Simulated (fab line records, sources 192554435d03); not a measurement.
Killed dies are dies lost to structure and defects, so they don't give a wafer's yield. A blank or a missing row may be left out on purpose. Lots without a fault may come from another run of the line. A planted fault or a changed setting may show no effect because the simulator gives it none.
Which tool did it? | flow n5_finfet | 10 lots, 30 wafers sampled, at 2 steps of a route of 1938

WHAT THE GAUGES READ, wafer by wafer
N5_BEOL_M7_THK_MEAS_01.
lot  | measured     | on            | M7_ILD_THK (nm)
L558 | day 9 03:37  | film_metro-01 | 157.4 156.2 157.2
L560 | day 10 04:29 | film_metro-01 | 153.1 150.2 154.3
L562 | day 10 14:40 | film_metro-02 | 153.5 157.2 154.9
L564 | day 11 04:21 | film_metro-01 | 154.9 157.5 154.6
L567 | day 12 14:13 | film_metro-01 | 156.8 156.1 156.5
L570 | day 13 05:00 | film_metro-02 | 155.3 151.4 153.3
L573 | day 13 06:17 | film_metro-02 | 154.1 156.9 157.1
L574 | day 13 08:12 | film_metro-02 | 152.0 153.3 155.4
L578 | day 14 13:23 | film_metro-01 | 152.1 154.8 158.2
L580 | day 15 11:59 | film_metro-01 | 154.9 152.5 157.1

N5_BEOL_M7_OVL_MEAS_12.
lot  | measured     | on         | M7_OVL (nm)
L558 | day 9 04:15  | overlay-02 | -0.4 0.2 0.5
L560 | day 10 05:33 | overlay-01 | -0.2 -0.4 -0.8
L562 | day 10 16:18 | overlay-02 | -0.2 0.3 -0.2
L564 | day 11 05:56 | overlay-01 | 0.6 1.0 0.7
L567 | day 12 15:30 | overlay-01 | 0.3 1.1 -0.5
L570 | day 13 07:38 | overlay-02 | 1.1 0.3 1.3
L573 | day 13 07:59 | overlay-01 | -0.8 0.0 0.0
L574 | day 13 10:34 | overlay-01 | -0.5 -0.3 0.4
L578 | day 14 15:23 | overlay-01 | -0.3 0.0 -0.6
L580 | day 15 12:57 | overlay-02 | 0.3 1.6 0.9

WHICH TOOL RAN EACH LOT (tool, then ch and the chambers of the sampled wafers, then the start)
The record holds no process step before these readings.

WHAT THE TOOLS THEMSELVES READ (means of the sampled wafers that have a number; where no wafer has one, the mark that the record gives instead)
The record holds no such reading with a usual standard deviation.

THE ANSWER, worked out from the rows above alone
Rule: what is usual is taken from the lots themselves. Put in order of their means at a reading, lots are off if they are a third of the lots or fewer, leave a main group of 4 or more, and stand apart from it by a gap of 3 or more times the standard deviation of the main group's means; of several such gaps the widest counts. A main group whose means are all the same, to the digits that the tables above print for the reading, isn't used. A lot without any number at a reading at which 4 lots or more have one is off too. The other lots that the step has rows for count as sound. The gauges are gone through in route order, then the tools' own readings, and for those a lot's mean is taken as printed above. The first step at which some lot is off is used, and at that step the reading that is off furthest; a lot without a number counts as furthest.
No lot is off at any reading shown: from this, nothing can be told.

WHAT THE SIMULATOR HAD PUT IN
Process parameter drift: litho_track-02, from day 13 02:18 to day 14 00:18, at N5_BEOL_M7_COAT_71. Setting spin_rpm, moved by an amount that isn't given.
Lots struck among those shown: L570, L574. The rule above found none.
